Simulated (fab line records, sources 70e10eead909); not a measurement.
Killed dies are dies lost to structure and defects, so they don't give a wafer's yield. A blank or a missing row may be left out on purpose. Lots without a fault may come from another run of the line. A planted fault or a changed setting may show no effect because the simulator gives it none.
Chamber matching | flow nand_harc | NHARC_A_CHANNEL_HOLE_D1_DESCUM_15 on rie_diel-06: 4 sister chambers
The step chemistry O2, time 3 s. 4 wafers are shown with their chamber, then 10 later ones without.

WAFERS WITH THEIR CHAMBER
wafer  | chamber | oes_product_au (a.u.)
L083.1 | 0       | 1.027
L084.5 | 1       | 1.004
L088.2 | 2       | 0.990
L088.3 | 3       | 0.991

WAFERS WITHOUT THEIR CHAMBER
wafer  | oes_product_au (a.u.)
L088.4 | 1.011
L090.1 | 1.002
L090.5 | 0.998
L090.6 | 1.002
L093.1 | 0.998
L093.4 | 1.006
L093.6 | 1.008
L097.3 | 0.991
L097.5 | 0.993
L097.6 | 0.999

WHICH CHAMBER EACH WENT THROUGH
wafer  | from the rows above          | in truth
L088.4 | 1                            | 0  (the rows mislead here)
L090.1 | 1                            | 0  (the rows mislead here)
L090.5 | can't be placed: 1 or 3 or 2 | 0
L090.6 | 1                            | 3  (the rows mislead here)
L093.1 | can't be placed: 1 or 3 or 2 | 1
L093.4 | 1                            | 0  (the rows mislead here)
L093.6 | 1                            | 1
L097.3 | can't be placed: 3 or 2      | 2
L097.5 | can't be placed: 3 or 2      | 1
L097.6 | can't be placed: 1 or 3 or 2 | 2
Placed correctly: 1 of 10. Can't be placed from these rows: 5 (the true chamber is among the candidates in 3). Placed wrongly: 4.
How it was worked out, from the rows above alone: a wafer's distance from a chamber is the root of the sum, over the readings, of the square of ((its reading less the chamber's mean) divided by the reading's scatter). The wafer belongs to the nearest chamber; if the next one is less than 2 further off, it can't be placed. A chamber's mean is the mean of its shown wafers. The scatter: with one shown wafer a chamber, the root of the mean of the squares of how far each hidden wafer lies from its nearest shown one.
